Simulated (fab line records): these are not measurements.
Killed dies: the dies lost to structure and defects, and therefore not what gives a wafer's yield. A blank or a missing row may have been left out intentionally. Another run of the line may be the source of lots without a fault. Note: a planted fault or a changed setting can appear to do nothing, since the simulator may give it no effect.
Chamber matching ; flow n5 finfet ; rie diel-01 running N5_MOL_CONTACT_COAG_ETCH_47: 4 sister chambers
The step etches SiNx in CH3F/O2, stops on W, target depth 27 nm. 8 wafers are shown with their chamber, then 9 later ones without.

== WAFERS, EACH WITH ITS CHAMBER ==
wafer;chamber;showerhead plenum p Torr (Torr);throttle valve pct (%)
L080.5;0;1.95;16.25
L083.3;1;2.11;16.32
L083.6;2;2.00;16.72
L084.1;0;1.94;16.26
L084.5;3;1.96;16.29
L087.1;2;2.00;16.75
L087.2;3;1.96;16.29
L087.6;1;2.11;16.33

== WAFERS WITHOUT THEIR CHAMBER ==
wafer;showerhead plenum p Torr (Torr);throttle valve pct (%)
L088.2;1.96;16.31
L088.5;2.11;16.35
L088.6;2.00;16.76
L091.3;2.10;16.36
L091.4;1.94;16.30
L091.5;2.00;16.77
L095.1;1.93;16.32
L095.2;2.10;16.38
L095.6;1.95;15.84

== WHICH CHAMBER EACH WENT THROUGH ==
wafer;from the rows above;in truth
L088.2;3;3
L088.5;1;1
L088.6;2;2
L091.3;1;1
L091.4;can't be placed: 0 or 3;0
L091.5;2;2
L095.1;can't be placed: 0 or 3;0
L095.2;1;1
L095.6;0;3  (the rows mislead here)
Correctly placed: 6 of 9. From these rows, 2 cannot be placed; in 2 the true chamber is one of the candidates. Placed wrongly: 1.
How it was worked out, from the rows above alone: a wafer's distance from a chamber is the root of the sum, over the readings, of the square of ((its reading less the chamber's mean) divided by the reading's scatter). If the next closest chamber is less than 2 further off than the closest, the wafer can't be placed; otherwise it belongs to the closest. For every chamber, the mean is computed from those of its wafers that are shown. The scatter: take each reading less its chamber's mean, square it, sum over the shown wafers, divide by the number of wafers less the number of chambers, and take the root.
